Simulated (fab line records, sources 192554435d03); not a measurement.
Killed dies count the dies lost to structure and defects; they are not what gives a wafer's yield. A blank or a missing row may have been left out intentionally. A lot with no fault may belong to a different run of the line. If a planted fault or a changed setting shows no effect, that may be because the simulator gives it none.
Comparing a struck lot with a sound one	flow n5_finfet	15 out of 1938 route steps
Sound: the wafers L705.2, L705.3, L705.5. The struck wafers were L714.3, L714.5, L714.6. The cause is given at the end.
Per side, at each step with rows, come the tool, then ch with its chambers, and then its first start. Under that, the readings that differ: sound wafers	struck wafers	difference of the means	sigmas: that difference in standard deviations of wafers without a fault.
alike: readings whose means differ by less than 2 such deviations, and words and numbers that are the same on both sides. not compared: withheld readings, readings that some wafer has no value for, bounds like >300 that may hide the same value, and numbers for which the record gives no deviation and whose values overlap.
The two part at a step that has a row with sigmas, a row that says differs or no value, or rows on one side only. When numbers do not overlap yet have no deviation, they are printed without sigmas and do not part them. Lack of a reading on every wafer of one side parts them only where that side has two or more wafers.

first, 7 steps without rows for these wafers: N5_ZERO_LAYER_COAT_05 (resist thk 1000 nm); N5_ZERO_LAYER_EBR_07; N5_ZERO_LAYER_SOFTBAKE_06 (time 90 s); N5_ZERO_LAYER_EXPOSE_08 (exposes mask ZERO, defocus 0 nm, target cd 2000 nm); N5_ZERO_LAYER_PEB_09; N5_ZERO_LAYER_DEVELOP_10 (develop time 60 s); N5_ZERO_LAYER_HARDBAKE_23 (time 120 s).
N5_ZERO_LAYER_CD_MEAS_11: target cd 2000 nm.
  sound on cd_sem-01 ch 0, day 3 12:47; struck on cd_sem-03 ch 0, day 5 18:38
  alike: cd_nm
N5_ZERO_LAYER_DESCUM_16: chemistry O2, time 7.9 s.
  sound on rie_diel-02 ch 0,2,3, day 3 12:49; struck on rie_diel-06 ch 0,1,3, day 5 18:56
  alike: chamber_pressure_mTorr, drypump_motor_current_A, oes_product_au, rf_vpp_V, showerhead_plenum_p_Torr, temp_c, throttle_valve_pct
  not compared: rf_hours_counter_h
N5_ZERO_LAYER_ETCH_17: etches SiO2 in CF4, target depth 12 nm, time 13.3 s.
  sound on rie_diel-02 ch 0,2,3, day 3 12:52; struck on rie_diel-06 ch 0,1,3, day 5 18:58
  alike: chamber_pressure_mTorr, drypump_motor_current_A, oes_product_au, rf_vpp_V, showerhead_plenum_p_Torr, throttle_valve_pct
  not compared: rf_hours_counter_h
N5_ZERO_LAYER_ETCH_18: etches Si in HBr/Cl2, target depth 120 nm, time 40 s.
  sound on rie_si-04 ch 1,3, day 3 12:56; struck on rie_si-04 ch 0,1,2, day 5 19:02
  alike: chamber_pressure_mTorr, drypump_motor_current_A, oes_product_au, throttle_valve_pct
  not compared: rf_hours_counter_h
N5_ZERO_LAYER_STRIP_24: strips in O2.
  sound on plasma_asher-02 ch 0,1, day 3 13:17; struck on plasma_asher-02 ch 0,1, day 5 19:10
  alike: chamber_pressure_mTorr, drypump_motor_current_A, heater_power_w, oes_product_au, strip_time_to_endpoint_s, temp_c
  not compared: rf_hours_counter_h
N5_ZERO_LAYER_STRIP_19: strips in SPM, time 900 s.
  sound on wet_bench-06 ch 3,6,7, day 3 13:22; struck on wet_bench-06 ch 2,6,7, day 5 19:14
  no value came back on the struck wafers for bath_guard_temp_C (C), bath_heat_duty_pct (%), temp_c (C); on the sound wafers bath_guard_temp_C (C) reads 130.6 129.9 130.6
N5_ZERO_LAYER_INSPECT_20: inspects for defects (darkfield).
  struck on defect_inspect-01, day 5 19:31; sound on defect_inspect-02, day 3 13:38
  alike: raw_defect_count
-- the record jumps here: 13 days lie between the struck wafers' starts before and after (it left off in module ZERO_LAYER and takes up again in module PASSIVATION, whose first step shown is number 1936 of the route) --
N5_PASSIVATION_PROBE_49:
  struck on prober-02, day 18 17:27; sound on prober-01, day 15 21:49
  alike: killed_at_M0_to_M3, killed_at_M4_up, killed_at_contacts, killed_at_front_end, killed_at_other, killed_dies, killed_on_rim, killed_open, killed_short

WHERE THEY PART
Only at N5_ZERO_LAYER_STRIP_19, within this record. Later steps at which nothing parts them and some readings are alike: N5_ZERO_LAYER_INSPECT_20, N5_PASSIVATION_PROBE_49.

WHY: what had been put in by the simulator
Step skipped in full: wet_bench-06, at N5_ZERO_LAYER_STRIP_19, from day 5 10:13 onward. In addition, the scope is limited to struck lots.
